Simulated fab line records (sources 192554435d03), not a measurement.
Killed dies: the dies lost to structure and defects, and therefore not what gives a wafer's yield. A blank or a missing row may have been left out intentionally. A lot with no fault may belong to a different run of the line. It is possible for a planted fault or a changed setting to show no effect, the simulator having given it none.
Chamber matching + flow n5Finfet + N5_BEOL_M1_VIA_ETCH_34 on rieDiel-05: 4 sister chambers
The step etches the open film in C4F6/O2, target depth 67.8 nm, time 64.4 s. 8 wafers are shown with their chamber, then 8 later ones without.

EACH WAFER AND ITS CHAMBER
| wafer  | chamber | showerheadPlenumPTorr (Torr) | rfVppV (V) |
|--------|---------|------------------------------|------------|
| L086.2 | 3       | 3.02                         | 683        |
| L088.1 | 0       | 2.83                         | 676        |
| L088.2 | 2       | 2.83                         | 656        |
| L088.3 | 1       | 2.88                         | 665        |
| L090.1 | 0       | 2.83                         | 676        |
| L090.2 | 1       | 2.88                         | 665        |
| L090.6 | 2       | 2.83                         | 655        |
| L092.2 | 3       | 3.01                         | 683        |

WAFERS WITHOUT THEIR CHAMBER
| wafer  | showerheadPlenumPTorr (Torr) | rfVppV (V) |
|--------|------------------------------|------------|
| L092.4 | 2.83                         | 655        |
| L092.6 | 2.88                         | 664        |
| L093.2 | 3.01                         | 683        |
| L093.3 | 2.83                         | 676        |
| L093.6 | 2.83                         | 655        |
| L097.2 | 2.83                         | 654        |
| L097.3 | 2.88                         | 663        |
| L097.6 | 2.88                         | 666        |

THE CHAMBER EACH PASSED THROUGH
| wafer  | from the rows above | in truth |
|--------|---------------------|----------|
| L092.4 | 2                   | 2        |
| L092.6 | 1                   | 1        |
| L093.2 | 3                   | 3        |
| L093.3 | 0                   | 0        |
| L093.6 | 2                   | 2        |
| L097.2 | 2                   | 2        |
| L097.3 | 1                   | 1        |
| L097.6 | 1                   | 1        |
Correct placement for 8 of the 8. Left unplaced by these rows: 0. Wrongly placed: 0.
How it was worked out, from the rows above alone: a wafer's distance from a chamber is the root of the sum, over the readings, of the square of ((its reading less the chamber's mean) divided by the reading's scatter). The wafer belongs to the nearest chamber; if the next one is less than 2 further off, it can't be placed. For every chamber, the mean is computed from those of its wafers that are shown. The scatter is the square root of a quotient: the sum, over the shown wafers, of each reading's squared deviation from its chamber's mean, divided by wafers minus chambers.
